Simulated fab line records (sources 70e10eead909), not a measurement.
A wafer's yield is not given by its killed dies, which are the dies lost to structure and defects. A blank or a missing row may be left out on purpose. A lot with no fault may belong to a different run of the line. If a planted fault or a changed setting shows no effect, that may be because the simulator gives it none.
fab line records	flow nand_harc
record: lots: 13	wafers: 38	last_day: 33
route steps=1302 shown A_BONDPAD@1215 THIN_TSV@1293 END@1302
lots that met no fault: taken from a fault-free run of the same line
start_h: hours from the record's opening day to when the first of the lot's shown wafers began	wait_h: hours since the lot's step before	" the same as in the row above	L1.1+2: one row covering several wafers at once	- no value, or no start given	* or withheld: withheld	< > ~ a bound
route shown NAME@n: NAME is a module with steps in the file, n the number in the route of the first one	usual: mean and standard deviation over wafers with no fault	same: alike in all rows	chamber/n: place in a boat	sites: each site's reading	_std_site: the values' standard deviation	_edge_site: outer sites' mean less inner sites'	radius_mm: for every site, how far away it sits from the centre of the wafer	mask NAME#n: copy n	behind: the last tool/chamber to shape the wafer	hold: what put the lot on hold/how long, in hours/how the hold closed	device: names the non-switching transistor (n, p or np)	end of line: the same wafers' tests at the end of the route	step lacking rows: just its recipe	killed: at the first sort, the dies lost to defects and structure; wafer yield is something else	map: a wafer's dies, marking killed ones x, the rest . and places with no die _
set.NAME: the setting that was run; set.NAME@STEP: the one run at that earlier step	model.NAME: the simulator's own value behind a step, which no gauge read
route steps across a sampled set of lots; one table per step, one row per wafer
services: a tool's chamber out of use, with start hour (start_h, from the record's first day; less than 0 if before it), hours out, and reason
== steps ==
step: NHARC_A_BONDPAD_CD_MEAS_09
recipe: target_cd_nm: 500	landing_energy_ev: 500
usual: cd_nm: 499.9/1.6
lot.wafer	tool	chamber	start_h	wait_h	cd_nm
L846.1	cd_sem-02	0	540.41	-	499.2
L846.2	"	0	"	"	500.1
L846.3	"	0	"	"	495.2
L844.1	cd_sem-02	0	542.01	-	499.4
L844.2	"	0	"	"	501.4
L844.5	"	0	"	"	499.1
L849.3	cd_sem-03	0	591.31	-	499.4
L849.4	"	0	"	"	500.2
L849.5	"	0	"	"	500.6
L852.1	cd_sem-02	0	597.37	-	500.9
L852.5	"	0	"	"	498.8
L852.6	"	0	"	"	500.3
L851.1	cd_sem-02	0	628.33	-	498.0
L851.3	"	0	"	"	496.2
L851.4	"	0	"	"	499.8
L853.1	cd_sem-02	0	630.10	-	499.8
L853.5	"	0	"	"	500.7
L853.6	"	0	"	"	500.9
L855.1	cd_sem-03	0	632.78	-	501.3
L855.3	"	0	"	"	499.8
L855.5	"	0	"	"	498.9
L854.1	cd_sem-02	0	636.76	-	502.1
L854.3	"	0	"	"	502.9
L854.6	"	0	"	"	501.8
L856.1	cd_sem-02	0	653.64	-	499.3
L856.4	"	0	"	"	501.0
L856.5	"	0	"	"	500.1
L860.1	cd_sem-03	0	677.39	-	500.5
L860.2	"	0	"	"	500.3
L860.3	"	0	"	"	503.7
L861.5	cd_sem-01	0	680.35	-	501.0
L861.6	"	0	"	"	498.0
L864.1	cd_sem-02	0	729.20	-	500.1
L864.3	"	0	"	"	498.6
L864.4	"	0	"	"	499.7
L867.1	cd_sem-03	0	768.93	-	496.8
L867.2	"	0	"	"	500.0
L867.5	"	0	"	"	500.1
step: NHARC_A_BONDPAD_OVL_MEAS_35
usual: overlay_x_nm: -1/5	overlay_y_nm: 1/6.3
lot.wafer	tool	chamber	start_h	wait_h	overlay_x_nm	overlay_y_nm
L846.1	overlay-01	-	540.50	-	-1	1
L846.2	"	-	"	"	-1	1
L846.3	"	-	"	"	0	1
L844.1	overlay-01	-	542.10	-	-5	-3
L844.2	"	-	"	"	-5	-2
L844.5	"	-	"	"	-5	-3
L849.3	overlay-01	-	591.40	-	0	-8
L849.4	"	-	"	"	0	-8
L849.5	"	-	"	"	0	-8
L852.1	overlay-01	-	597.45	-	-1	-9
L852.5	"	-	"	"	-1	-9
L852.6	"	-	"	"	-1	-10
L851.1	overlay-01	-	628.42	-	-3	8
L851.3	"	-	"	"	-3	7
L851.4	"	-	"	"	-3	7
L853.1	overlay-02	-	630.19	-	3	-4
L853.5	"	-	"	"	3	-4
L853.6	"	-	"	"	2	-4
L855.1	overlay-02	-	632.87	-	7	7
L855.3	"	-	"	"	7	6
L855.5	"	-	"	"	7	7
L854.1	overlay-02	-	636.85	-	0	-8
L854.3	"	-	"	"	0	-8
L854.6	"	-	"	"	0	-9
L856.1	overlay-01	-	653.73	-	-1	-2
L856.4	"	-	"	"	-1	-1
L856.5	"	-	"	"	-1	-2
L860.1	overlay-01	-	677.48	-	-5	-9
L860.2	"	-	"	"	-5	-9
L860.3	"	-	"	"	-4	-9
L861.5	overlay-02	-	680.43	-	-5	-3
L861.6	"	-	"	"	-5	-3
L864.1	overlay-02	-	729.29	-	-12	-4
L864.3	"	-	"	"	-13	-4
L864.4	"	-	"	"	-12	-4
L867.1	overlay-01	-	769.01	-	2	2
L867.2	"	-	"	"	1	2
L867.5	"	-	"	"	1	3
step: NHARC_A_BONDPAD_PVD_27
recipe: target_thk_a: 300	chamber_pressure_pa: 5	power_w: 5000	substrate_temp_c: 30	time_s: 20.49	material: Cu
usual: throttle_valve_pct: 29.5/0.81
lot.wafer	tool	chamber	start_h	wait_h	throttle_valve_pct
L846.1	pvd_sputter-02	-	541.84	-	30.0
L846.2	"	-	"	"	30.7
L846.3	"	-	"	"	29.9
L844.2	pvd_sputter-02	-	543.43	-	29.9
L844.1	"	-	"	"	29.9
L844.5	"	-	"	"	28.8
L849.4	pvd_sputter-01	-	592.69	-	31.2
L849.3	"	-	"	"	28.3
L849.5	"	-	"	"	29.2
L852.1	pvd_sputter-03	-	598.77	-	28.9
L852.6	"	-	"	"	29.6
L852.5	"	-	"	"	30.0
L851.3	pvd_sputter-03	-	629.71	-	30.2
L851.4	"	-	"	"	28.9
L851.1	"	-	"	"	29.4
L853.1	pvd_sputter-02	-	631.58	-	29.6
L853.5	"	-	"	"	28.4
L853.6	"	-	"	"	29.8
L855.3	pvd_sputter-03	-	634.16	-	28.7
L855.1	"	-	"	"	30.1
L855.5	"	-	"	"	28.8
L854.3	pvd_sputter-03	-	638.14	-	29.3
L854.1	"	-	"	"	28.8
L854.6	"	-	"	"	28.4
L856.4	pvd_sputter-03	-	655.12	-	29.0
L856.1	"	-	"	"	29.4
L856.5	"	-	"	"	28.9
L860.3	pvd_sputter-01	-	678.82	-	29.2
L860.2	"	-	"	"	30.0
L860.1	"	-	"	"	28.2
L861.6	pvd_sputter-03	-	681.76	-	30.0
L861.5	"	-	"	"	28.7
L864.1	pvd_sputter-01	-	730.62	-	28.2
L864.3	"	-	"	"	31.0
L864.4	"	-	"	"	30.1
L867.1	pvd_sputter-03	-	770.30	-	28.3
L867.2	"	-	"	"	29.3
L867.5	"	-	"	"	29.1
step: NHARC_THIN_TSV_DESCUM_35
recipe: time_s: 3	o2_flow_sccm: 200	ar_flow_sccm: 0	bias_power_w: 0	chemistry: O2
usual: drypump_motor_current_A: 5.7/0.48	oes_product_au: 1.000/0.0099	rf_vpp_V: 58.0/0.95	showerhead_plenum_p_Torr: 1.96/0.093	throttle_valve_pct: 11.311/0.0091
lot.wafer	tool	chamber	start_h	wait_h	drypump_motor_current_A	oes_product_au	rf_hours_counter_h	rf_vpp_V	showerhead_plenum_p_Torr	throttle_valve_pct
L846.2	rie_diel-04	2	561.44	-	5.6	0.987	2.4	58.5	1.97	11.322
L846.3	"	3	"	"	6.5	0.987	1.8	58.4	2.05	11.296
L846.1	"	0	"	"	5.4	1.001	1.4	57.5	1.96	11.309
L844.2	rie_diel-03	3	563.88	-	5.0	1.001	4.5	58.9	1.98	11.304
L844.1	"	0	"	"	6.0	0.990	4.8	58.6	1.90	11.302
L844.5	"	3	"	"	5.0	0.991	-	57.3	1.98	11.304
L849.4	rie_diel-03	2	615.64	-	5.6	1.002	7.6	55.7	1.79	11.303
L849.3	"	0	"	"	6.0	0.989	7.2	59.5	1.90	11.321
L849.5	"	2	"	"	5.7	0.995	-	57.4	1.79	11.317
L852.1	rie_diel-03	0	616.77	-	6.0	0.988	7.2	57.3	1.90	11.312
L852.5	"	3	"	"	5.0	0.991	-	56.8	1.98	11.298
L852.6	"	0	"	"	5.9	0.989	-	58.2	1.90	11.320
L853.1	rie_diel-04	0	650.45	-	5.5	0.998	7.1	57.6	1.96	11.311
L853.6	"	1	"	"	5.4	1.003	-	58.0	2.05	11.316
L853.5	"	2	"	"	5.7	1.004	-	59.8	1.97	11.310
L851.3	rie_diel-03	1	651.51	-	6.3	0.987	0.6	58.3	2.04	11.303
L851.4	"	2	"	"	5.7	0.999	0.8	57.8	1.79	11.307
L851.1	"	3	"	"	4.9	1.002	1.1	59.5	1.98	11.323
L854.1	rie_diel-01	2	654.76	-	6.3	0.997	4.8	57.6	2.04	11.306
L854.3	"	0	"	"	4.9	1.010	5.0	57.9	2.00	11.331
L854.6	"	2	"	"	6.3	0.994	-	58.6	2.04	11.317
L855.1	rie_diel-03	0	655.80	-	6.0	1.007	1.1	57.4	1.90	11.307
L855.3	"	2	"	"	5.7	0.999	0.9	55.0	1.79	11.316
L855.5	"	1	"	"	6.3	1.005	-	58.2	2.04	11.307
L856.4	rie_diel-01	0	675.89	-	4.9	1.010	6.0	56.9	2.00	11.321
L856.5	"	2	"	"	6.3	1.013	-	57.7	2.04	11.315
L860.1	rie_diel-03	0	698.66	-	5.9	0.987	2.1	58.9	1.90	11.302
L860.2	"	1	"	"	6.3	0.996	3.3	58.2	2.04	11.314
L860.3	"	3	"	"	5.0	1.011	4.1	59.1	1.98	11.302
L861.5	rie_diel-01	0	699.88	-	4.9	1.009	-	58.5	2.00	11.313
L864.1	rie_diel-04	1	754.15	-	5.4	1.001	0.6	58.0	2.05	11.324
L864.4	"	2	"	"	5.6	1.013	0.6	59.0	1.96	11.299
L864.3	"	3	"	"	6.5	0.998	0.7	58.3	2.05	11.322
L867.2	rie_diel-01	2	790.64	-	6.3	1.025	3.9	57.8	2.03	11.305
L867.1	"	0	"	"	4.9	1.006	4.1	57.9	2.00	11.301
L867.5	"	2	"	"	6.3	1.020	-	58.9	2.03	11.314
step: NHARC_END_SORT_01
recipe: temp_c: 25
usual: defect_limited_yield: 91.2/2.6	killed_at_array: 55/17	killed_at_other: 1.1/1.6	killed_at_periphery: 3.8/2.5	killed_dies: 60/18	killed_open: 3.3/1.9	killed_short: 2.5/1.7
same: gross_dies: 677
lot.wafer	tool	chamber	start_h	wait_h	defect_limited_yield[%]	killed_at_array	killed_at_other	killed_at_periphery	killed_dies	killed_open	killed_short
L856.1	prober-02	0	686.86	2.5	0	672	2	3	677	5	7
L856.4	prober-02	0	689.28	3.4	89.7	65	0	5	70	1	0
L856.5	prober-02	0	690.09	3.7	90.1	65	0	2	67	1	3
killed by level:class
L856.1 A_BONDPAD:area_pvd=595 A_SLIT:chamber_film_flake=33 A_CHANNEL_HOLE_D2:chamber_film_flake=16 A_CONTACT:chamber_film_flake=7 A_CHANNEL_HOLE_D1:chamber_film_flake=6 A_ONON_D2:geometric_particle:open=2 A_WL_FILL:geometric_particle:short=2 A_SGD_CUT:chamber_film_flake=2
L856.4 A_SLIT:chamber_film_flake=34 A_CHANNEL_HOLE_D2:chamber_film_flake=14 A_CONTACT:chamber_film_flake=8 P_ZERO_WELL:chamber_film_flake=4 A_M0:chamber_film_flake=3 A_CHANNEL_FILL_D2:chamber_film_flake=2 A_CONTACT:geometric_particle:open=1 P_CONTACT:chamber_film_flake=1
L856.5 A_SLIT:chamber_film_flake=30 A_CHANNEL_HOLE_D2:chamber_film_flake=19 A_CHANNEL_HOLE_D1:chamber_film_flake=4 A_SGD_CUT:chamber_film_flake=3 A_STAIRCASE:chamber_film_flake=2 A_CONTACT:chamber_film_flake=2 A_ONON_D1:geometric_particle:short=1 A_CHANNEL_FILL_D1:geometric_particle:short=1
== services ==
tool	chamber	start_h	hours	kind
pvd_sputter-03	-	528.59	10.0	pm
rie_diel-04	-	531.99	9.0	pm
rie_diel-01	3	554.33	4.1	repair
rie_diel-01	-	557.82	9.0	pm
rie_diel-04	1	561.06	3.0	repair
pvd_sputter-01	-	582.00	10.0	pm
rie_diel-04	-	583.21	1.2	repair
pvd_sputter-02	-	602.72	1.9	repair
rie_diel-03	-	635.30	9.0	pm
pvd_sputter-02	-	638.04	10.0	pm
rie_diel-01	1	642.48	3.9	repair
rie_diel-03	0	662.72	15.4	repair
rie_diel-04	2	663.02	22.0	repair
rie_diel-03	1	672.78	2.8	repair
rie_diel-04	0	683.46	8.5	repair
rie_diel-03	-	692.76	2.2	repair
pvd_sputter-03	-	706.59	10.0	pm
rie_diel-03	0	708.93	1.6	repair
rie_diel-04	-	708.99	9.0	pm
pvd_sputter-01	-	713.55	1.3	repair
pvd_sputter-03	-	717.21	0.5	repair
rie_diel-01	2	724.30	7.4	repair
pvd_sputter-03	-	768.60	1.1	repair
pvd_sputter-03	-	785.12	5.0	repair
== key ==
first_sign: step: NHARC_END_SORT_01	reading: killed_at_array	direction: up	sigmas: 35	usual: 55	struck: 672
effect: step: NHARC_END_SORT_01	reading: defect_limited_yield	direction: down	sigmas: 35	usual: 91.2	struck: 0
more_kills_born_at: NHARC_A_BONDPAD_PVD_27@pvd_sputter-03: 595
met_at NHARC_A_BONDPAD_PVD_27
struck_lots L856
struck_wafers L856.1
later_rows_left_out L856.1
not_acting_at NHARC_A_BONDPAD_CD_MEAS_09,NHARC_A_BONDPAD_OVL_MEAS_35,NHARC_THIN_TSV_DESCUM_35
onset_between 638.14 655.12
fault: kind: process_parameter_drift	tool: pvd_sputter-03	chamber: -	onset_h: 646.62	steps: NHARC_A_BONDPAD_PVD_27	channel: target_thk_a	offset: *	shape: step	end_h: 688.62	scope: struck_wafers_only	acts_in: *	stated: *
later_rows_left_out: the simulator's readings of these wafers behind a module that went badly wrong aren't trusted and aren't shown, but for the sort
